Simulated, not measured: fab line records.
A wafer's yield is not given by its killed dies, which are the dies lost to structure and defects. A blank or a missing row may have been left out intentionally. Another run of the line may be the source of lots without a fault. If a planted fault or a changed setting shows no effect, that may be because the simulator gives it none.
Matching of chambers    flow nandHarc    NHARC_A_BONDPAD_DESCUM_11 on rieDiel-05 has 4 sister chambers
The step chemistry O2, time 3 s. 30 wafers are shown with their chamber, then 12 later ones without.

== WAFERS WITH THEIR CHAMBER ==
wafer   chamber  showerheadPlenumPTorr (Torr)  oesProductAu (a.u.)  rfVppV (V)
L075.1  2        1.97                          0.997                59.2
L075.2  3        1.91                          1.000                57.0
L075.4  0        1.99                          0.987                58.6
L076.2  0        1.99                          0.983                57.4
L076.4  1        1.85                          1.004                57.6
L076.5  2        1.97                          0.998                56.6
L078.1  3        1.91                          1.009                58.1
L078.4  0        1.99                          0.987                57.5
L078.6  1        1.85                          0.998                56.6
L077.1  1        1.85                          0.995                55.6
L077.5  0        1.99                          0.981                58.0
L077.6  3        1.91                          1.010                56.7
L080.3  1        1.85                          0.989                58.0
L080.5  3        1.91                          1.010                58.5
L080.6  0        1.99                          0.974                57.2
L079.2  1        1.85                          0.995                57.5
L079.4  3        1.91                          1.021                57.4
L079.6  3        1.91                          1.020                57.6
L081.4  3        1.91                          1.006                57.3
L081.5  2        1.97                          1.000                57.8
L081.6  3        1.91                          1.005                56.9
L083.2  0        1.99                          1.001                59.0
L083.4  3        1.91                          0.995                56.5
L083.6  1        1.85                          1.006                57.2
L088.2  0        1.99                          0.994                56.4
L088.4  1        1.85                          0.999                56.8
L088.5  2        1.96                          1.010                58.9
L089.3  2        1.96                          1.008                58.8
L089.4  1        1.85                          1.008                57.7
L089.5  1        1.85                          1.014                56.6

SIGNATURES (averages over the wafers above)
reading                chamber 0  chamber 1  chamber 2  chamber 3  scatter within a chamber
showerheadPlenumPTorr  1.9900     1.8500     1.9660     1.9100     0.00215
oesProductAu           0.98671    1.00089    1.00260    1.00844    0.00798
rfVppV                 57.729     57.067     58.260     57.333     0.81
Rule: a wafer's distance from a chamber is the root of the sum, over the readings, of the square of ((its reading less the chamber's mean) divided by the reading's scatter). The wafer belongs to the nearest chamber; if the next one is less than 2 further off, it can't be placed. The scatter: the root of (the sum of the squares of (reading less its chamber's mean) over the shown wafers, divided by (wafers less chambers)).

== WAFERS WITH NO CHAMBER GIVEN ==
wafer   showerheadPlenumPTorr (Torr)  oesProductAu (a.u.)  rfVppV (V)
L093.1  1.96                          1.005                56.5
L093.2  1.91                          1.010                58.0
L093.4  1.85                          0.995                57.9
L094.2  1.96                          0.995                57.5
L094.5  1.91                          1.007                57.1
L094.6  1.98                          0.995                57.3
L095.3  1.96                          1.007                57.5
L095.5  1.98                          1.003                58.6
L095.6  1.91                          1.000                57.6
L097.3  1.96                          1.004                57.7
L097.5  1.98                          0.998                57.2
L097.6  1.91                          0.998                58.5

== EACH ONE'S CHAMBER ==
wafer   from the rows above      in truth
L093.1  2                        2
L093.2  3                        3
L093.4  1                        1
L094.2  2                        2
L094.5  3                        3
L094.6  can't be placed: 0 or 2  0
L095.3  2                        2
L095.5  can't be placed: 0 or 2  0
L095.6  3                        3
L097.3  2                        2
L097.5  can't be placed: 0 or 2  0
L097.6  3                        3
9 of 12 placed correctly. Can't be placed from these rows: 3 (the true chamber is among the candidates in 3). Wrongly placed: 0.
